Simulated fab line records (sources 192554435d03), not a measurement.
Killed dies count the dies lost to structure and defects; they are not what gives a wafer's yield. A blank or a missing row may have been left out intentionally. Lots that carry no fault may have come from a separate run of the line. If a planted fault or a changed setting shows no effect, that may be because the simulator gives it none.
Lot-split experiment	flow n5_finfet	39 wafers read across 7 lots, on a route 1938 steps long

THE SPLIT ITSELF
At N5_GATE_CUT_ALD_22 (deposits SiNx, target thk 16 nm, pulse time 1 s, ald cycles 320), the setting ald_cycles was moved away from the recipe's 320 on 15 of the 39 wafers read, by -16.6% to +10.6%. All remaining wafers had this setting at the recipe value.

The reading is taken at the split's own step.

THE READING
SiNx_of_GATE_CUT_ALD_22.thk_nm (the simulator's own value, which no gauge read), in nm, at N5_GATE_CUT_ALD_22 (deposits SiNx, target thk 16 nm, pulse time 1 s, ald cycles 320). The file gives no usual value for it. Average 16.0 nm, standard deviation 0.1 nm, over the 24 wafers here run with the recipe.

wafer	tool, chamber at the split	ald_cycles as run	against the recipe	SiNx_of_GATE_CUT_ALD_22.thk_nm, nm	against lot-mates on the recipe
L075.1	ald_sin-01, 0,1	267	-16.6%	13.2	-2.7
L075.6	ald_sin-01, 0,1	267	-16.6%	13.2	-2.7
L075.2	ald_sin-01, 2,1	320	recipe	16	-
L075.4	ald_sin-01, 2,1	320	recipe	16	-
L075.3	ald_sin-01, 3	267	-16.6%	13.4	-2.5
L075.5	ald_sin-01, 0	320	recipe	15.8	-
L076.1	ald_sin-03, 1,3	270	-15.6%	13.4	-2.6
L076.4	ald_sin-03, 1,3	270	-15.6%	13.4	-2.6
L076.2	ald_sin-03, 2	270	-15.6%	13.6	-2.4
L076.3	ald_sin-03, 0,3,0	320	recipe	16	-
L076.5	ald_sin-03, 0,3,0	320	recipe	16	-
L076.6	ald_sin-03, 0,3,0	320	recipe	16	-
L077.1	ald_sin-01, 2,0	354	+10.6%	17.6	+1.7
L077.2	ald_sin-01, 2,0	354	+10.6%	17.6	+1.7
L077.3	ald_sin-01, 3	354	+10.6%	17.8	+1.9
L077.4	ald_sin-01, 1,3	320	recipe	16	-
L077.6	ald_sin-01, 1,3	320	recipe	16	-
L077.5	ald_sin-01, 0	320	recipe	15.8	-
L093.1	ald_sin-01, 2,1,0,1,0	320	recipe	16	-
L093.2	ald_sin-01, 2,1,0,1,0	320	recipe	16	-
L093.4	ald_sin-01, 2,1,0,1,0	320	recipe	16	-
L093.5	ald_sin-01, 2,1,0,1,0	320	recipe	16	-
L093.6	ald_sin-01, 2,1,0,1,0	320	recipe	16	-
L093.3	ald_sin-01, 3	320	recipe	16.2	-
L094.1	ald_sin-03, 1,2,3	291	-9.1%	14.4	-1.4
L094.5	ald_sin-03, 1,2,3	291	-9.1%	14.4	-1.4
L094.6	ald_sin-03, 1,2,3	291	-9.1%	14.4	-1.4
L094.2	ald_sin-03, 0,2,3	320	recipe	15.8	-
L094.3	ald_sin-03, 0,2,3	320	recipe	15.8	-
L094.4	ald_sin-03, 0,2,3	320	recipe	15.8	-
L095.1	ald_sin-01, 3	320	recipe	15.8	-
L095.4	ald_sin-01, 2	320	recipe	16	-
L095.5	ald_sin-01, 2	320	recipe	16	-
L092.1	ald_sin-02, 0,3,2	320	recipe	16	-
L092.2	ald_sin-02, 0,3,2	320	recipe	16	-
L092.5	ald_sin-02, 0,3,2	320	recipe	16	-
L092.3	ald_sin-02, 2,1,1	352	+10.0%	17.6	+1.6
L092.4	ald_sin-02, 2,1,1	352	+10.0%	17.6	+1.6
L092.6	ald_sin-02, 2,1,1	352	+10.0%	17.6	+1.6
Rows listing several chambers each stand for several wafers; the file does not say which wafer went through which chamber.

FIT RESULTS
A straight line over all 39 wafers: SiNx_of_GATE_CUT_ALD_22.thk_nm changes by +0.162 nm for each +1% of ald_cycles; r = +1.00; the points scatter about the line by 0.097 nm.
The same after taking each lot's own level away (the mean of its wafers on the recipe; 39 wafers): +0.161 nm for each +1%; r = +1.00; scatter 0.075 nm.
On that fit, the largest move of ald_cycles shifts the reading by 2.7 nm.
Across the lots, their own levels run from 15.80 to 16.03 nm, a range of 2.3 times the standard deviation given above.
The two slopes agree, so the slope changes little with the lot-to-lot level.
Check: -2.65 nm against its lot-mates is what the line predicts for one of the wafers moved furthest among these (-16.6%) when that wafer is left out of the fit. It came out at -2.73 nm against them.

FURTHER SPLITS ON THESE WAFERS
Other splits were also applied to these wafers ahead of the reading. Each is held against what the fit with the lots' levels taken away leaves over:
other split on the same wafers	wafers away from the commonest value	r with SiNx_of_GATE_CUT_ALD_22.thk_nm (lot level and that fit taken away)
N5_FIN_CUT_CUT_ETCH_26 time_s	15	+0.24
N5_DUMMY_GATE_ETCH_37 source_w	18	-0.07
N5_DUMMY_GATE_ETCH_32 time_s	15	+0.06

THE FILE'S OWN FIT
SiNx_of_GATE_CUT_ALD_22.thk_nm changes by +0.161 nm for each +1% of ald_cycles, r = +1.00.
